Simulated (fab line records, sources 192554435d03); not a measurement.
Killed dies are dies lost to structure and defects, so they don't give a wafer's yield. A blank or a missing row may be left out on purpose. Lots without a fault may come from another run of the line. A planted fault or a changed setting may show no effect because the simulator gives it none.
fab line records | flow n5_finfet
record lots=7 wafers=21
route steps=1938 shown BEOL_M11@1546 BEOL_M12@1653
start_h: hours from the record's first day to the start of the lot's first wafer shown | wait_h: hours since the lot's step before | " the same as in the row above | L1.1+2: a row that stands for several wafers | - no value, or no start given | * or withheld: withheld | < > ~ a bound
route shown NAME@n: a module of which the file shows steps, and the number in the route of the first | usual: mean/standard deviation of fault-free wafers | same: alike in all rows | chamber/n: place in a boat | sites: the reading at each site | _std_site: their standard deviation | _edge_site: outer sites' mean less inner sites' | radius_mm: how far each site lies from the wafer's centre | mask NAME#n: copy n | behind: the tool/chamber that last shaped the wafer | hold: why the lot was held/for how many hours/how that ended | device: the transistor (n, p or np) that didn't switch | end of line: the same wafers' tests at the end of the route | a step without rows: its recipe alone | killed: dies lost to structure and defects at the first sort, not the wafer's yield | map: a wafer's dies, x killed, . not, _ none there
set.NAME: the setting as run; set.NAME@STEP: as run at that earlier step | model.NAME: the simulator's own value behind a step, which no gauge read
lots whose settings were changed on purpose; a table a step, a row a wafer
## steps
# step N5_BEOL_M11_EXPOSE_08
# recipe mask_id=M11 na=1.35 source_shape=dipole sigma_inner=0.411 sigma_outer=0.611 polarization=te dose_mj=53.75
# columns lot.wafer tool chamber start_h wait_h mask set.dose_mj
L076.1+3+4 arfi_scanner-03 0 253.41 - M11#0 53.75
L083.1+4 arfi_scanner-03 0 276.04 - M11#0 53.75
L083.3 " 0 " " M11#0 56.11
L084.1+3+5 arfi_scanner-01 0 283.56 - M11#0 53.75
L086.1+2+6 arfi_scanner-02 0 305.77 - M11#0 53.75
L090.1+4 arfi_scanner-01 0 322.20 - M11#0 53.75
L090.6 " 0 " " M11#0 56.67
L096.1+3+4 arfi_scanner-03 0 352.37 - M11#0 53.75
L097.2 arfi_scanner-01 0 361.33 - M11#0 53.75
L097.4+5 " 0 " " M11#0 51.95
# step N5_BEOL_M11_PEB_09
# recipe peb_temp_c=withheld peb_time_s=60 resist=CAR-ArF
# step N5_BEOL_M11_DEVELOP_10
# recipe develop_time_s=30 developer=TMAH resist=CAR-ArF rinse_liquid=diw dry=air_spin dev_temp_c=23
# step N5_BEOL_M11_CD_MEAS_11
# recipe target_cd_nm=64.1 landing_energy_ev=500 detector=se_inlens polarity=opening
# usual cd_nm=63.9/0.54
# columns lot.wafer tool chamber start_h wait_h set.dose_mj@BEOL_M11_EXPOSE_08 cd_nm
L076.1 cd_sem-03 0 253.54 - 53.75 64.4
L076.3 " 0 " " 53.75 63.4
L076.4 " 0 " " 53.75 63.8
L083.1 cd_sem-02 0 276.17 - 53.75 64.9
L083.3 " 0 " " 56.11 66.3
L083.4 " 0 " " 53.75 64.0
L084.1 cd_sem-01 0 283.68 - 53.75 63.7
L084.3 " 0 " " 53.75 63.5
L084.5 " 0 " " 53.75 63.0
L086.1 cd_sem-01 0 305.89 - 53.75 64.3
L086.2 " 0 " " 53.75 63.8
L086.6 " 0 " " 53.75 64.2
L090.1 cd_sem-03 0 322.33 - 53.75 63.5
L090.4 " 0 " " 53.75 63.8
L090.6 " 0 " " 56.67 66.3
L096.1 cd_sem-03 0 352.50 - 53.75 63.9
L096.3 " 0 " " 53.75 63.6
L096.4 " 0 " " 53.75 64.8
L097.2 cd_sem-02 0 361.45 - 53.75 65.0
L097.4 " 0 " " 51.95 62.7
L097.5 " 0 " " 51.95 62.1
# step N5_BEOL_M11_DESCUM_16
# recipe chemistry=O2 time_s=7.9 source_power_w=50 bias_power_w=20 pressure_mtorr=20 rf_frequency_hz=2.712e+07 temp_c=40 resist=CAR-ArF o2_flow_sccm=225
# step N5_BEOL_M11_ETCH_61
# recipe chemistry=CF4 target=SiARC target_depth_a=390 mask_material=CAR-ArF time_s=65 ion_energy_ev=80 pressure_mtorr=40 source_w=545 bias_w=36 Ar_flow_sccm=100 cf4_flow_sccm=100 ends=cleared
# columns lot.wafer tool chamber start_h wait_h set.dose_mj@BEOL_M11_EXPOSE_08 model.BEOL_M11.cd_offset_nm
L076.1 rie_diel-02 0 253.66 0.0 53.75 0
L076.3 " 1 " " 53.75 -0.2
L076.4 " 0 " " 53.75 -0.4
L083.1 rie_diel-04 2 276.47 0.0 53.75 1.2
L083.3 " 0 " " 56.11 2.6
L083.4 " 3 " " 53.75 0
L084.1+3 rie_diel-06 2,3 283.88 0.0 53.75 -0.8
L084.5 " 1 " " 53.75 -1
L086.1 rie_diel-02 0 306.02 0.0 53.75 0.4
L086.2 " 3 " " 53.75 -0.2
L086.6 " 1 " " 53.75 0
L090.1 rie_diel-02 2 322.57 0.0 53.75 -0.4
L090.4 " 1 " " 53.75 -0.6
L090.6 " 0 " " 56.67 2.2
L096.1 rie_diel-06 2 352.62 0.0 53.75 -0.4
L096.3 " 0 " " 53.75 -0.6
L096.4 " 3 " " 53.75 0
L097.2 rie_diel-06 1 361.57 0.0 53.75 0.6
L097.4 " 2 " " 51.95 -2.4
L097.5 " 3 " " 51.95 -2.6
# step N5_BEOL_M11_ETCH_62
# recipe chemistry=N2/H2 target=SOC target_depth_a=1100 overetch_a=220 mask_material=SiARC temp_c=40 time_s=165 ion_energy_ev=200 pressure_mtorr=30 source_w=840 bias_w=150 n2_flow_sccm=200 h2_flow_sccm=200
# columns lot.wafer tool chamber start_h wait_h set.spin_rpm@BEOL_M11_COAT_59 set.dose_mj@BEOL_M11_EXPOSE_08 model.BEOL_M11.cd_offset_nm model.etch.depth_nm
L076.1 rie_diel-02 0 253.71 0.0 1500 53.75 0 100
L076.3 " 1 " " 1500 53.75 -0.2 100.4
L076.4 " 0 " " 1500 53.75 -0.4 100.4
L083.1 rie_diel-04 2 276.52 0.0 1500 53.75 1.2 100.1
L083.3 " 0 " " 1615 56.11 2.4 96.66
L083.4 " 3 " " 1615 53.75 0.2 96.48
L084.1 rie_diel-06 2 283.93 0.0 1500 53.75 -1.4 100.2
L084.3 " 3 " " 1500 53.75 -1.4 100.4
L084.5 " 1 " " 1500 53.75 -1 99.97
L086.1 rie_diel-02 0 306.07 0.0 1500 53.75 0.6 100.1
L086.2 " 3 " " 1500 53.75 -0.2 99.6
L086.6 " 1 " " 1500 53.75 -0.2 99.73
L090.1 rie_diel-02 2 322.62 0.0 1500 53.75 0 101
L090.4 " 1 " " 1500 53.75 -0.4 100.8
L090.6 " 0 " " 1500 56.67 2.2 101
L096.1 rie_diel-06 2 352.67 0.0 1500 53.75 -0.8 100.2
L096.3 " 0 " " 1500 53.75 -1.2 100.1
L096.4 " 3 " " 1387 53.75 -0.2 104
L097.2 rie_diel-06 1 361.62 0.0 1500 53.75 0.8 100.3
L097.4 " 2 " " 1416 51.95 -2.6 103.1
L097.5 " 3 " " 1500 51.95 -2.8 100.2
# step N5_BEOL_M11_STRIP_68
# recipe chemistry=N2/H2 temp_c=40 n2_flow_sccm=200 h2_flow_sccm=200 rf_frequency_hz=6e+07
# step N5_BEOL_M11_STRIP_67
# recipe chemistry=CF4 resist=SiARC power_w=300 bias_power_w=75 pressure_mtorr=50 cf4_flow_sccm=150 rf_frequency_hz=6e+07
# step N5_BEOL_M11_HM_OPEN_17
# recipe chemistry=Cl2/BCl3 target_depth_a=200 overetch_a=60 target=TiN mask_material=SOC ion_energy_ev=150 pressure_mtorr=10 icp_w=1000 bias_w=126 Cl2_flow_sccm=53.25 bcl3_flow_sccm=21.75 Ar_flow_sccm=25
# columns lot.wafer tool chamber start_h wait_h set.dose_mj@BEOL_M11_EXPOSE_08 model.BEOL_M11.cd_offset_nm
L076.1+3 rie_metal-01 1,0 253.90 0.0 53.75 0
L076.4 " 1 " " 53.75 -0.2
L083.1 rie_metal-03 1 276.71 0.0 53.75 1.2
L083.3 " 0 " " 56.11 2.6
L083.4 " 1 " " 53.75 0.2
L084.1 rie_metal-03 0 284.12 0.0 53.75 -1.2
L084.3 " 1 " " 53.75 -1.4
L084.5 " 0 " " 53.75 -0.8
L086.1 rie_metal-03 1 306.26 0.0 53.75 0.4
L086.2+6 " 0 " " 53.75 -0.2
L090.1 rie_metal-01 0 322.81 0.0 53.75 0
L090.4 " 0 " " 53.75 -0.4
L090.6 " 1 " " 56.67 2.2
L096.1 rie_metal-03 0 352.86 0.0 53.75 -0.8
L096.3 " 0 " " 53.75 -1.2
L096.4 " 1 " " 53.75 -0.2
L097.2 rie_metal-03 0 361.81 0.0 53.75 0.8
L097.4 " 1 " " 51.95 -2.6
L097.5 " 1 " " 51.95 -2.8
# step N5_BEOL_M11_STRIP_19
# recipe chemistry=O2 power_w=400 temp_c=40 pressure_mtorr=30 rf_frequency_hz=6e+07 bias_power_w=0 overash_fraction=0.2 o2_flow_sccm=225
# step N5_BEOL_M11_CD_MEAS_18
# recipe pitch_nm=140 target_cd_nm=70
# usual cd_nm=69.7/0.67
# columns lot.wafer tool chamber start_h wait_h set.dose_mj@BEOL_M11_EXPOSE_08 cd_nm
L076.1 cd_sem-02 - 254.09 0.0 53.75 70.1
L076.3 " - " " 53.75 70.1
L076.4 " - " " 53.75 69.5
L083.1 cd_sem-02 - 276.92 0.0 53.75 71.1
L083.3 " - " " 56.11 73.0
L083.4 " - " " 53.75 70.0
L084.1 cd_sem-01 - 284.34 0.0 53.75 69.2
L084.3 " - " " 53.75 68.7
L084.5 " - " " 53.75 69.4
L086.1 cd_sem-02 - 306.44 0.0 53.75 70.5
L086.2 " - " " 53.75 69.8
L086.6 " - " " 53.75 69.5
L090.1 cd_sem-01 - 323.00 0.0 53.75 70.0
L090.4 " - " " 53.75 69.4
L090.6 " - " " 56.67 72.2
L096.1 cd_sem-02 - 353.04 0.0 53.75 69.1
L096.3 " - " " 53.75 68.6
L096.4 " - " " 53.75 69.8
L097.2 cd_sem-02 - 362.02 0.1 53.75 70.8
L097.4 " - " " 51.95 67.1
L097.5 " - " " 51.95 66.9
# step N5_BEOL_M11_VIA_ETCH_34
# recipe chemistry=C4F6/O2 target=SiCOH_lowk target_depth_a=1845 mask_material=SOC taper_deg=4 time_s=69.2 ion_energy_ev=250 pressure_mtorr=30 source_w=345 bias_w=185 Ar_flow_sccm=300 C4F6_flow_sccm=10 O2_flow_sccm=10
# columns lot.wafer tool chamber start_h wait_h set.time_s model.etch.depth_nm model.SOC_of_BEOL_M11_COAT_63.thk_nm
L076.1 rie_diel-02 0 255.49 0.0 69.2 189.1 91.8
L076.3 " 2 " " 69.2 180.6 92.2
L076.4 " 0 " " 84.69 230.3 89.8
L083.1 rie_diel-06 2 277.88 0.0 69.2 180 92.2
L083.3 " 3 " " 80.28 209.6 91
L083.4 " 1 " " 69.2 181.7 92.4
L084.1 rie_diel-04 3 286.13 0.0 69.2 185.9 92
L084.3 " 1 " " 69.2 182.3 92.2
L084.5 " 2 " " 69.2 184.8 92
L086.1 rie_diel-02 0 309.86 0.0 69.2 185.6 92.2
L086.2 " 3 " " 69.2 184.9 92.2
L086.6 " 3 " " 69.2 182.7 92.4
L090.1+6 rie_diel-06 1 325.12 0.0 69.2 182.6 92
L090.4 " 0 " " 69.2 178.4 92
L096.1 rie_diel-06 0 354.82 0.0 69.2 176.2 92.2
L096.3 " 2 " " 69.2 181.2 92.6
L096.4 " 1 " " 69.2 182.9 92
L097.2 rie_diel-04 1 363.21 0.0 56.89 146.2 93.4
L097.4 " 3 " " 56.89 152.9 93.2
L097.5 " 1 " " 69.2 179.2 92.4
# step N5_BEOL_M11_TRENCH_ETCH_37
# recipe chemistry=C4F6/O2 target_depth_a=1488.3 target=SiCOH_lowk time_s=48 ion_energy_ev=250 pressure_mtorr=30 source_w=345 bias_w=185 Ar_flow_sccm=300 C4F6_flow_sccm=10 O2_flow_sccm=10
# columns lot.wafer tool chamber start_h wait_h set.time_s model.BEOL_M11.feature_depth_nm model.etch.depth_nm
L076.1 rie_diel-02 0 - - 48 150.6 150.6
L076.3 " 2 " " 48 145.6 145.7
L076.4 " 0 " " 48 151.4 151.4
L083.1 rie_diel-06 2 - - 39.47 120.6 120.7
L083.3 " 3 " " 39.47 121.4 121.5
L083.4 " 1 " " 48 148.2 148.3
L084.1 rie_diel-04 3 - - 48 147.8 147.8
L084.3 " 1 " " 48 145.8 145.8
L084.5 " 2 " " 48 148.2 148.2
L086.1 rie_diel-02 0 - - 48 151.4 151.4
L086.2 " 3 " " 48 149 149
L086.6 " 3 " " 55.04 171.2 171.2
L090.1 rie_diel-06 1 - - 43.08 131.2 131.2
L090.4 " 0 " " 48 145.4 145.5
L090.6 " 1 " " 48 147.4 147.4
L096.1 rie_diel-06 0 - - 48 141.4 141.4
L096.3 " 2 " " 48 144.6 144.6
L096.4 " 1 " " 48 148 148
L097.2 rie_diel-04 1 - - 45.28 136.6 136.6
L097.4 " 3 " " 48 150 150
L097.5 " 1 " " 48 144.8 144.7
# step N5_BEOL_M11_ETCH_41
# recipe chemistry=CH3F/O2 target=SiCN target_depth_a=426 taper_deg=2 time_s=86 ion_energy_ev=120 mask_material=TiN pressure_mtorr=30 source_w=395 bias_w=75 Ar_flow_sccm=150 CH3F_flow_sccm=30 O2_flow_sccm=20
# step N5_BEOL_M11_STRIP_77
# recipe chemistry=N2/H2 time_s=10 power_w=450 temp_c=40 pressure_mtorr=20 rf_frequency_hz=6e+07 bias_power_w=7 n2_flow_sccm=200 h2_flow_sccm=200
# step N5_BEOL_M11_OCD_MEAS_38
# usual trench_depth_nm=147.4/2.2
# columns lot.wafer tool chamber start_h wait_h set.time_s@BEOL_M11_TRENCH_ETCH_37 trench_depth_nm
L076.1 ocd-02 - 255.77 - 48 151.3
L076.3 " - " " 48 145.4
L076.4 " - " " 48 151.7
L083.1 ocd-02 - 278.16 - 39.47 120.9
L083.3 " - " " 39.47 121.5
L083.4 " - " " 48 148.5
L084.1 ocd-01 - 286.41 - 48 147.7
L084.3 " - " " 48 146.1
L084.5 " - " " 48 148.1
L086.1 ocd-01 - 310.15 - 48 151.2
L086.2 " - " " 48 148.9
L086.6 " - " " 55.04 170.9
L090.1 ocd-01 - 325.41 - 43.08 131.0
L090.4 " - " " 48 145.7
L090.6 " - " " 48 147.5
L096.1 ocd-01 - 355.10 - 48 141.2
L096.3 " - " " 48 144.3
L096.4 " - " " 48 147.9
L097.2 ocd-01 - 363.62 - 45.28 136.3
L097.4 " - " " 48 149.8
L097.5 " - " " 48 144.6
# step N5_BEOL_M11_HM_STRIP_39
# recipe chemistry=peroxide_tin_strip material=TiN target_depth_a=250 temp_c=50 time_s=158
# step N5_BEOL_M11_SRD_40
# recipe time_s=30 temp_c=23 rinse_liquid=diw dry=ipa_marangoni
# step N5_BEOL_M11_PRECLEAN_42
# recipe chemistry=residue_remover time_s=60 temp_c=40
# step N5_BEOL_M11_SRD_43
# recipe time_s=30 temp_c=23 rinse_liquid=diw dry=ipa_marangoni
# step N5_BEOL_M11_CD_MEAS_35
# recipe target_cd_nm=70 polarity=opening
# usual cd_nm=69.7/0.66
# columns lot.wafer tool chamber start_h wait_h set.dose_mj@BEOL_M11_EXPOSE_08 cd_nm
L076.1 cd_sem-02 - 255.92 0.0 53.75 70.0
L076.3 " - " " 53.75 69.9
L076.4 " - " " 53.75 69.6
L083.1 cd_sem-03 - 278.31 0.0 53.75 70.4
L083.3 " - " " 56.11 72.3
L083.4 " - " " 53.75 70.5
L084.1 cd_sem-03 - 286.57 0.0 53.75 68.9
L084.3 " - " " 53.75 68.8
L084.5 " - " " 53.75 69.5
L086.1 cd_sem-01 - 310.40 0.0 53.75 70.6
L086.2 " - " " 53.75 70.0
L086.6 " - " " 53.75 70.9
L090.1 cd_sem-03 - 325.56 0.0 53.75 70.0
L090.4 " - " " 53.75 69.4
L090.6 " - " " 56.67 72.1
L096.1 cd_sem-03 - 355.26 0.0 53.75 68.9
L096.3 " - " " 53.75 69.1
L096.4 " - " " 53.75 70.0
L097.2 cd_sem-03 - 363.78 0.0 53.75 70.6
L097.4 " - " " 51.95 67.3
L097.5 " - " " 51.95 67.2
# step N5_BEOL_M11_CURE_72
# recipe temp_c=370 time_s=120 ambient=DMADMS/He material=SiCOH_lowk
# step N5_BEOL_M11_DEGAS_44
# recipe ambient=vacuum temp_c=250 time_s=60
# step N5_BEOL_M11_ECD_50
# recipe material=Cu target_thk_a=3180
# step N5_BEOL_M11_ANNEAL_51
# recipe temp_c=225 time_s=90 ambient=N2
# step N5_BEOL_M11_CMP_52
# recipe stop_on=SiCOH_lowk t_overpolish_s=7 down_force_psi=1 platen_rpm=50 clearing_platen_down_force_psi=1.5 clearing_platen_rpm=50 post_cmp_clean=cu_alkaline target_thk_nm=140 clearing_platen_pad_velocity_m_s=0.99484 pad_velocity_m_s=0.99484
# columns lot.wafer tool chamber start_h wait_h set.time_s@BEOL_M11_TRENCH_ETCH_37 model.Cu_of_BEOL_M11_ECD_50.thk_nm
L076.1 cmp-01 2 258.28 0.3 48 140.6
L076.4 " 3 " " 48 142
L076.3 " 0 " " 48 135
L083.3 cmp-01 0 281.18 0.2 39.47 114.4
L083.1 " 1 " " 39.47 114
L083.4 " 3 " " 48 141.2
L084.1 cmp-03 0 288.68 0.3 48 137.6
L084.3 " 1 " " 48 137.4
L084.5 " 2 " " 48 138.2
L086.2 cmp-01 3 313.31 0.2 48 140.8
L086.1 " 1 " " 48 144
L086.6 " 3 " " 55.04 163
L090.1 cmp-02 0 328.36 0.3 43.08 123.6
L090.4 " 3 " " 48 136.8
L090.6 " 1 " " 48 139.6
L096.4 cmp-01 0 357.14 0.2 48 138.8
L096.1 " 1 " " 48 133.4
L096.3 " 2 " " 48 135
L097.2 cmp-01 0 366.89 0.2 45.28 127.6
L097.4 " 1 " " 48 141.2
L097.5 " 0 " " 48 136.4
# step N5_BEOL_M11_THK_MEAS_53
# recipe thk_meas_gauge=xrf reads=Cu_of_BEOL_M11_ECD_50
# usual M11_THK=138.6/2.3
# columns lot.wafer tool chamber start_h wait_h set.time_s@BEOL_M11_TRENCH_ETCH_37 M11_THK[nm]
L076.1 film_metro-02 - 258.53 - 48 141.6
L076.3 " - " " 48 136.0
L076.4 " - " " 48 143.2
L083.1 film_metro-02 - 281.48 - 39.47 113.2
L083.3 " - " " 39.47 113.8
L083.4 " - " " 48 140.4
L084.1 film_metro-01 - 288.89 - 48 137.5
L084.3 " - " " 48 136.9
L084.5 " - " " 48 137.8
L086.1 film_metro-02 - 313.56 - 48 143.5
L086.2 " - " " 48 140.2
L086.6 " - " " 55.04 161.8
L090.1 film_metro-02 - 328.66 - 43.08 123.7
L090.4 " - " " 48 137.3
L090.6 " - " " 48 140.2
L096.1 film_metro-02 - 357.40 - 48 133.4
L096.3 " - " " 48 134.7
L096.4 " - " " 48 139.2
L097.2 film_metro-02 - 367.18 - 45.28 127.7
L097.4 " - " " 48 141.1
L097.5 " - " " 48 136.7
# step N5_BEOL_M11_PRE_CLEAN_55
# recipe gas=NH3 time_s=15 temp_c=withheld rf_power_w=300
# step N5_BEOL_M11_DEP_56
# recipe material=SiCN target_thk_a=300 temp_c=withheld precursor=3MS/NH3 pressure_torr=3 rf_w=675 time_s=10.5
# step N5_BEOL_M11_RS_MEAS_57
# recipe thk_meas_gauge=four-point-probe reads=Cu_of_BEOL_M11_ECD_50+Co_of_BEOL_M11_CVD_75+TaN_of_BEOL_M11_ALD_74
# usual M11_RS=0.1523/0.0029
# columns lot.wafer tool chamber start_h wait_h set.time_s@BEOL_M11_TRENCH_ETCH_37 M11_RS[ohm/sq]
L076.1 film_metro-02 - 258.66 0.0 48 0.1500
L076.3 " - " " 48 0.1569
L076.4 " - " " 48 0.1483
L083.1 film_metro-02 - 281.60 0.0 39.47 0.1894
L083.3 " - " " 39.47 0.1887
L083.4 " - " " 48 0.1494
L084.1 film_metro-01 - 289.02 0.0 48 0.1532
L084.3 " - " " 48 0.1537
L084.5 " - " " 48 0.1529
L086.1 film_metro-02 - 313.70 0.0 48 0.1460
L086.2 " - " " 48 0.1496
L086.6 " - " " 55.04 0.1275
L090.1 film_metro-02 - 328.78 0.0 43.08 0.1729
L090.4 " - " " 48 0.1543
L090.6 " - " " 48 0.1510
L096.1 film_metro-02 - 357.52 0.0 48 0.1585
L096.3 " - " " 48 0.1568
L096.4 " - " " 48 0.1520
L097.2 film_metro-01 - 367.31 0.0 45.28 0.1668
L097.4 " - " " 48 0.1492
L097.5 " - " " 48 0.1546
# step N5_BEOL_M12_CMP_49
# recipe stop_on=SiOC t_overpolish_s=20.6 down_force_psi=1 platen_rpm=50 clearing_platen_down_force_psi=1.5 clearing_platen_rpm=50 post_cmp_clean=cu_alkaline target_thk_nm=320 clearing_platen_pad_velocity_m_s=0.99484 pad_velocity_m_s=0.99484
# usual barrier_field_endpoint_s=30.6/0.72
# columns lot.wafer tool chamber start_h wait_h set.down_force_psi barrier_field_endpoint_s
L076.4 cmp-04 2 263.10 0.2 1 30.4
L076.1 " 3 " " 1 31.0
L076.3 " 0 " " 1 30.1
L083.4 cmp-04 1 287.99 0.1 1.085 28.8
L083.1 " 2 " " 1 31.8
L083.3 " 0 " " 1.085 29.2
L084.1 cmp-04 3 295.11 0.3 1 31.1
L084.3 " 1 " " 1 30.2
L084.5 " 0 " " 1 30.1
L086.1 cmp-04 3 318.76 0.3 1 31.3
L086.2 " 1 " " 1.078 30.0
L086.6 " 3 " " 1 31.7
L090.4 cmp-03 0 332.35 0.2 1 30.9
L090.1 " 1 " " 1.084 29.6
L090.6 " 0 " " 1.084 29.2
L096.3 cmp-01 1 362.34 0.2 1 30.4
L096.1 " 2 " " 1.216 24.8
L096.4 " 0 " " 1.216 25.4
L097.2 cmp-04 2 372.19 0.2 1 29.9
L097.4 " 1 " " 1 30.5
L097.5 " 2 " " 1.119 27.4
## key
split step=N5_BEOL_M11_EXPOSE_08 setting=dose_mj stated=53.75 by=wafer
response step=N5_BEOL_M11_CD_MEAS_11 reading=cd_nm change=+0.529 per=1% r=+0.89
response step=N5_BEOL_M11_ETCH_61 reading=model.BEOL_M11.cd_offset_nm change=+0.564 per=1% r=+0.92
response step=N5_BEOL_M11_ETCH_62 reading=model.BEOL_M11.cd_offset_nm change=+0.537 per=1% r=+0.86
response step=N5_BEOL_M11_HM_OPEN_17 reading=model.BEOL_M11.cd_offset_nm change=+0.552 per=1% r=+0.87
response step=N5_BEOL_M11_CD_MEAS_18 reading=cd_nm change=+0.611 per=1% r=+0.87
response step=N5_BEOL_M11_CD_MEAS_35 reading=cd_nm change=+0.537 per=1% r=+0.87
split step=N5_BEOL_M11_VIA_ETCH_34 setting=time_s stated=69.2 by=wafer
response step=N5_BEOL_M11_VIA_ETCH_34 reading=model.etch.depth_nm change=+1.87 per=1% r=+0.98
response step=N5_BEOL_M11_VIA_ETCH_34 reading=model.SOC_of_BEOL_M11_COAT_63.thk_nm change=-0.0801 per=1% r=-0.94
split step=N5_BEOL_M11_TRENCH_ETCH_37 setting=time_s stated=48 by=wafer
response step=N5_BEOL_M11_TRENCH_ETCH_37 reading=model.BEOL_M11.feature_depth_nm change=+1.51 per=1% r=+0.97
response step=N5_BEOL_M11_TRENCH_ETCH_37 reading=model.etch.depth_nm change=+1.51 per=1% r=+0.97
response step=N5_BEOL_M11_OCD_MEAS_38 reading=trench_depth_nm change=+1.52 per=1% r=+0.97
response step=N5_BEOL_M11_CMP_52 reading=model.Cu_of_BEOL_M11_ECD_50.thk_nm change=+1.49 per=1% r=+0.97
response step=N5_BEOL_M11_THK_MEAS_53 reading=M11_THK change=+1.48 per=1% r=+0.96
response step=N5_BEOL_M11_RS_MEAS_57 reading=M11_RS change=-0.00194 per=1% r=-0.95
split step=N5_BEOL_M12_CMP_49 setting=down_force_psi stated=1 by=wafer
response step=N5_BEOL_M12_CMP_49 reading=barrier_field_endpoint_s change=-0.243 per=1% r=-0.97
split outside_this_file step=N5_BEOL_M11_COAT_59 setting=spin_rpm
# split outside_this_file: this setting was split too, and the file shows its column; the key of that split is in another file
